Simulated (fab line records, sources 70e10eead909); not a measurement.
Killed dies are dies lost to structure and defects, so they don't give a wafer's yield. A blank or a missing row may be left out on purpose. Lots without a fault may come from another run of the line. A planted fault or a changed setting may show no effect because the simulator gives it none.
Chamber matching | flow nand_harc | NHARC_P_GATE_STRIP_108 on rie_diel-07: 4 sister chambers
The step strips in O2. 4 wafers are shown with their chamber, then 7 later ones without.

WAFERS WITH THEIR CHAMBER
wafer  | chamber | showerhead_plenum_p_Torr (Torr)
L949.2 | 3       | 3.76
L949.3 | 1       | 3.72
L954.1 | 0       | 3.67
L954.5 | 2       | 3.63

WAFERS WITHOUT THEIR CHAMBER
wafer  | showerhead_plenum_p_Torr (Torr)
L954.6 | 3.76
L960.2 | 3.72
L960.4 | 3.76
L960.5 | 3.72
L961.2 | 3.72
L961.4 | 3.62
L961.5 | 3.62

WHICH CHAMBER EACH WENT THROUGH
wafer  | from the rows above | in truth
L954.6 | 3                   | 3
L960.2 | 1                   | 1
L960.4 | 3                   | 3
L960.5 | 1                   | 1
L961.2 | 1                   | 1
L961.4 | 2                   | 2
L961.5 | 2                   | 2
Placed correctly: 7 of 7. Can't be placed from these rows: 0. Placed wrongly: 0.
How it was worked out, from the rows above alone: a wafer's distance from a chamber is the root of the sum, over the readings, of the square of ((its reading less the chamber's mean) divided by the reading's scatter). The wafer belongs to the nearest chamber; if the next one is less than 2 further off, it can't be placed. A chamber's mean is the mean of its shown wafers. The scatter: with one shown wafer a chamber, the root of the mean of the squares of how far each hidden wafer lies from its nearest shown one.
